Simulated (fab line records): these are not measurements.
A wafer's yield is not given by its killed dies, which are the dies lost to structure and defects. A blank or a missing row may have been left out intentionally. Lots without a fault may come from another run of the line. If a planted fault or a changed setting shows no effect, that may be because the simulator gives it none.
Lot-split experiment || flow n5-finfet || 39 wafers read from 7 lots, route of 1938 steps

== THE SPLIT ITSELF ==
At N5_BEOL_M7_PECVD_70 (deposits SiO2 from TEOS/O2, target thk 20 nm, time 22.7 s), the setting time-s was moved away from the recipe's 22.7 s on 18 of the 39 wafers read, by -57.9% to +52.7%. This setting was run at the recipe's value on the other wafers.

== FROM THE SPLIT TO THE READING: what the file shows between them, 3 steps ==
- N5_BEOL_M7_HM_DEP_02: deposits TiN, target thk 20 nm
- N5_BEOL_M7_COAT_59: time 60 s, resist thk 100 nm
- N5_BEOL_M7_STRIP_80: strips in N2/H2, time 10 s

== THE READING ==
SiO2_of_BEOL_M7_PECVD_70.thk-nm (the simulator's own value, which no gauge read), in nm, at N5_BEOL_M7_HM_STRIP_39 (strips TiN in peroxide tin strip, target depth 25 nm, time 158 s). The file does not state a usual value for it. The 21 wafers here that ran the recipe average 19.9 nm, standard deviation 0.24 nm.

{"wafer": "L076.3", "tool, chamber at the split": "pecvd-04, 1", "time-s as run, s": 22.7, "against the recipe": "recipe", "SiO2_of_BEOL_M7_PECVD_70.thk-nm, nm": 19.8, "against lot-mates on the recipe": "-"}
{"wafer": "L076.4", "tool, chamber at the split": "pecvd-04, 2,0", "time-s as run, s": 22.7, "against the recipe": "recipe", "SiO2_of_BEOL_M7_PECVD_70.thk-nm, nm": 20, "against lot-mates on the recipe": "-"}
{"wafer": "L076.5", "tool, chamber at the split": "pecvd-04, 2,0", "time-s as run, s": 22.7, "against the recipe": "recipe", "SiO2_of_BEOL_M7_PECVD_70.thk-nm, nm": 20, "against lot-mates on the recipe": "-"}
{"wafer": "L082.1", "tool, chamber at the split": "pecvd-02, 0", "time-s as run, s": 22.7, "against the recipe": "recipe", "SiO2_of_BEOL_M7_PECVD_70.thk-nm, nm": 19.6, "against lot-mates on the recipe": "-"}
{"wafer": "L082.2", "tool, chamber at the split": "pecvd-02, 1", "time-s as run, s": 34.46, "against the recipe": "+51.8%", "SiO2_of_BEOL_M7_PECVD_70.thk-nm, nm": 29.8, "against lot-mates on the recipe": "+9.9"}
{"wafer": "L082.3", "tool, chamber at the split": "pecvd-02, 2", "time-s as run, s": 34.46, "against the recipe": "+51.8%", "SiO2_of_BEOL_M7_PECVD_70.thk-nm, nm": 30, "against lot-mates on the recipe": "+10.1"}
{"wafer": "L082.4", "tool, chamber at the split": "pecvd-02, 2", "time-s as run, s": 34.46, "against the recipe": "+51.8%", "SiO2_of_BEOL_M7_PECVD_70.thk-nm, nm": 30.2, "against lot-mates on the recipe": "+10.3"}
{"wafer": "L082.5", "tool, chamber at the split": "pecvd-02, 0", "time-s as run, s": 22.7, "against the recipe": "recipe", "SiO2_of_BEOL_M7_PECVD_70.thk-nm, nm": 20.2, "against lot-mates on the recipe": "-"}
{"wafer": "L082.6", "tool, chamber at the split": "pecvd-02, 1", "time-s as run, s": 22.7, "against the recipe": "recipe", "SiO2_of_BEOL_M7_PECVD_70.thk-nm, nm": 19.8, "against lot-mates on the recipe": "-"}
{"wafer": "L087.1", "tool, chamber at the split": "pecvd-02, 0", "time-s as run, s": 22.7, "against the recipe": "recipe", "SiO2_of_BEOL_M7_PECVD_70.thk-nm, nm": 19.8, "against lot-mates on the recipe": "-"}
{"wafer": "L087.2", "tool, chamber at the split": "pecvd-02, 2", "time-s as run, s": 22.7, "against the recipe": "recipe", "SiO2_of_BEOL_M7_PECVD_70.thk-nm, nm": 20, "against lot-mates on the recipe": "-"}
{"wafer": "L087.3", "tool, chamber at the split": "pecvd-02, 1", "time-s as run, s": 22.7, "against the recipe": "recipe", "SiO2_of_BEOL_M7_PECVD_70.thk-nm, nm": 19.6, "against lot-mates on the recipe": "-"}
{"wafer": "L087.4", "tool, chamber at the split": "pecvd-02, 1", "time-s as run, s": 9.565, "against the recipe": "-57.9%", "SiO2_of_BEOL_M7_PECVD_70.thk-nm, nm": 8.8, "against lot-mates on the recipe": -11.0}
{"wafer": "L087.5", "tool, chamber at the split": "pecvd-02, 2", "time-s as run, s": 9.565, "against the recipe": "-57.9%", "SiO2_of_BEOL_M7_PECVD_70.thk-nm, nm": 9, "against lot-mates on the recipe": -10.8}
{"wafer": "L087.6", "tool, chamber at the split": "pecvd-02, 0", "time-s as run, s": 9.565, "against the recipe": "-57.9%", "SiO2_of_BEOL_M7_PECVD_70.thk-nm, nm": 8.6, "against lot-mates on the recipe": -11.2}
{"wafer": "L090.1", "tool, chamber at the split": "pecvd-02, 0", "time-s as run, s": 17.53, "against the recipe": "-22.8%", "SiO2_of_BEOL_M7_PECVD_70.thk-nm, nm": 15.2, "against lot-mates on the recipe": -4.9}
{"wafer": "L090.2", "tool, chamber at the split": "pecvd-02, 2", "time-s as run, s": 17.53, "against the recipe": "-22.8%", "SiO2_of_BEOL_M7_PECVD_70.thk-nm, nm": 15.4, "against lot-mates on the recipe": -4.7}
{"wafer": "L090.3", "tool, chamber at the split": "pecvd-02, 1", "time-s as run, s": 17.53, "against the recipe": "-22.8%", "SiO2_of_BEOL_M7_PECVD_70.thk-nm, nm": 15.6, "against lot-mates on the recipe": -4.5}
{"wafer": "L090.4", "tool, chamber at the split": "pecvd-02, 2", "time-s as run, s": 22.7, "against the recipe": "recipe", "SiO2_of_BEOL_M7_PECVD_70.thk-nm, nm": 20.2, "against lot-mates on the recipe": "-"}
{"wafer": "L090.6", "tool, chamber at the split": "pecvd-02, 0", "time-s as run, s": 22.7, "against the recipe": "recipe", "SiO2_of_BEOL_M7_PECVD_70.thk-nm, nm": 20.2, "against lot-mates on the recipe": "-"}
{"wafer": "L090.5", "tool, chamber at the split": "pecvd-02, 1", "time-s as run, s": 22.7, "against the recipe": "recipe", "SiO2_of_BEOL_M7_PECVD_70.thk-nm, nm": 19.8, "against lot-mates on the recipe": "-"}
{"wafer": "L093.1", "tool, chamber at the split": "pecvd-04, 2", "time-s as run, s": 30.14, "against the recipe": "+32.8%", "SiO2_of_BEOL_M7_PECVD_70.thk-nm, nm": 26, "against lot-mates on the recipe": "+6.1"}
{"wafer": "L093.2", "tool, chamber at the split": "pecvd-04, 1", "time-s as run, s": 22.7, "against the recipe": "recipe", "SiO2_of_BEOL_M7_PECVD_70.thk-nm, nm": 19.6, "against lot-mates on the recipe": "-"}
{"wafer": "L093.3", "tool, chamber at the split": "pecvd-04, 2,1", "time-s as run, s": 22.7, "against the recipe": "recipe", "SiO2_of_BEOL_M7_PECVD_70.thk-nm, nm": 20, "against lot-mates on the recipe": "-"}
{"wafer": "L093.4", "tool, chamber at the split": "pecvd-04, 2,1", "time-s as run, s": 22.7, "against the recipe": "recipe", "SiO2_of_BEOL_M7_PECVD_70.thk-nm, nm": 20.2, "against lot-mates on the recipe": "-"}
{"wafer": "L093.5", "tool, chamber at the split": "pecvd-04, 2", "time-s as run, s": 30.14, "against the recipe": "+32.8%", "SiO2_of_BEOL_M7_PECVD_70.thk-nm, nm": 26.6, "against lot-mates on the recipe": "+6.7"}
{"wafer": "L093.6", "tool, chamber at the split": "pecvd-04, 1", "time-s as run, s": 30.14, "against the recipe": "+32.8%", "SiO2_of_BEOL_M7_PECVD_70.thk-nm, nm": 26.2, "against lot-mates on the recipe": "+6.3"}
{"wafer": "L097.1", "tool, chamber at the split": "pecvd-02, 2", "time-s as run, s": 34.67, "against the recipe": "+52.7%", "SiO2_of_BEOL_M7_PECVD_70.thk-nm, nm": 29.8, "against lot-mates on the recipe": "+9.7"}
{"wafer": "L097.2", "tool, chamber at the split": "pecvd-02, 1,2,1", "time-s as run, s": 22.7, "against the recipe": "recipe", "SiO2_of_BEOL_M7_PECVD_70.thk-nm, nm": 20, "against lot-mates on the recipe": "-"}
{"wafer": "L097.6", "tool, chamber at the split": "pecvd-02, 1,2,1", "time-s as run, s": 22.7, "against the recipe": "recipe", "SiO2_of_BEOL_M7_PECVD_70.thk-nm, nm": 20, "against lot-mates on the recipe": "-"}
{"wafer": "L097.3", "tool, chamber at the split": "pecvd-02, 0", "time-s as run, s": 34.67, "against the recipe": "+52.7%", "SiO2_of_BEOL_M7_PECVD_70.thk-nm, nm": 30, "against lot-mates on the recipe": "+9.9"}
{"wafer": "L097.4", "tool, chamber at the split": "pecvd-02, 1,2,1", "time-s as run, s": 22.7, "against the recipe": "recipe", "SiO2_of_BEOL_M7_PECVD_70.thk-nm, nm": 20.2, "against lot-mates on the recipe": "-"}
{"wafer": "L097.5", "tool, chamber at the split": "pecvd-02, 0", "time-s as run, s": 34.67, "against the recipe": "+52.7%", "SiO2_of_BEOL_M7_PECVD_70.thk-nm, nm": 30.4, "against lot-mates on the recipe": "+10.3"}
{"wafer": "L096.1", "tool, chamber at the split": "pecvd-01, 1", "time-s as run, s": 22.7, "against the recipe": "recipe", "SiO2_of_BEOL_M7_PECVD_70.thk-nm, nm": 19.8, "against lot-mates on the recipe": "-"}
{"wafer": "L096.2", "tool, chamber at the split": "pecvd-01, 2", "time-s as run, s": 22.7, "against the recipe": "recipe", "SiO2_of_BEOL_M7_PECVD_70.thk-nm, nm": 19.4, "against lot-mates on the recipe": "-"}
{"wafer": "L096.3", "tool, chamber at the split": "pecvd-01, 0,2", "time-s as run, s": 32.91, "against the recipe": "+45.0%", "SiO2_of_BEOL_M7_PECVD_70.thk-nm, nm": 28.4, "against lot-mates on the recipe": "+8.8"}
{"wafer": "L096.4", "tool, chamber at the split": "pecvd-01, 0,2", "time-s as run, s": 32.91, "against the recipe": "+45.0%", "SiO2_of_BEOL_M7_PECVD_70.thk-nm, nm": 28.6, "against lot-mates on the recipe": "+9.0"}
{"wafer": "L096.5", "tool, chamber at the split": "pecvd-01, 0", "time-s as run, s": 32.91, "against the recipe": "+45.0%", "SiO2_of_BEOL_M7_PECVD_70.thk-nm, nm": 29, "against lot-mates on the recipe": "+9.4"}
{"wafer": "L096.6", "tool, chamber at the split": "pecvd-01, 1", "time-s as run, s": 22.7, "against the recipe": "recipe", "SiO2_of_BEOL_M7_PECVD_70.thk-nm, nm": 19.6, "against lot-mates on the recipe": "-"}
Rows listing several chambers each stand for several wafers; the file does not say which wafer went through which chamber.

THE FIT
A straight line over all 39 wafers: SiO2_of_BEOL_M7_PECVD_70.thk-nm changes by +0.194 nm for each +1% of time-s; r = +1.00; the points scatter about the line by 0.24 nm.
The same after taking each lot's own level away (the mean of its wafers on the recipe; 39 wafers): +0.194 nm for each +1%; r = +1.00; scatter 0.25 nm.
Per that fit: largest time-s move, reading shift of 11 nm.
From 19.60 to 20.07 nm: that is the span of the lots' own levels, equal to 2.0 times the standard deviation above.
The two slopes agree, so the slope changes little with the lot-to-lot level.
Check: for one of the wafers moved furthest among these (-57.9%), held out of the fit, the line's prediction against its lot-mates is -11.2 nm. Against them it came out at -11 nm.

== ADDITIONAL SPLITS CARRIED BY THESE WAFERS ==
Other splits were also applied to these wafers ahead of the reading. Each is held against what the fit with the lots' levels taken away leaves over:
{"other split on the same wafers": "N5_BEOL_M5_TRENCH_ETCH_37 time-s", "wafers away from the commonest value": 12, "r with SiO2_of_BEOL_M7_PECVD_70.thk-nm (lot level and that fit taken away)": "+0.26"}

== THE WHOLE CHAIN: every reading that the file lists as answering this split, in the file's order ==
{"step": "N5_BEOL_M7_PECVD_70", "what it does": "deposits SiO2 from TEOS/O2, target thk 20 nm, time 22.7 s", "reading": "SiO2_of_BEOL_M7_PECVD_70.thk-nm (the simulator's own value, which no gauge read)", "change (the file's fit)": "+0.195 nm for each +1% of the setting", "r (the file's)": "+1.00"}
{"step": "N5_BEOL_M7_HM_STRIP_39", "what it does": "strips TiN in peroxide tin strip, target depth 25 nm, time 158 s", "reading": "SiO2_of_BEOL_M7_PECVD_70.thk-nm (the simulator's own value, which no gauge read)", "change (the file's fit)": "+0.194 nm for each +1% of the setting", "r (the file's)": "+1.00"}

== THE FILE'S OWN FIT ==
SiO2_of_BEOL_M7_PECVD_70.thk-nm changes by +0.194 nm for each +1% of time-s, r = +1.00.
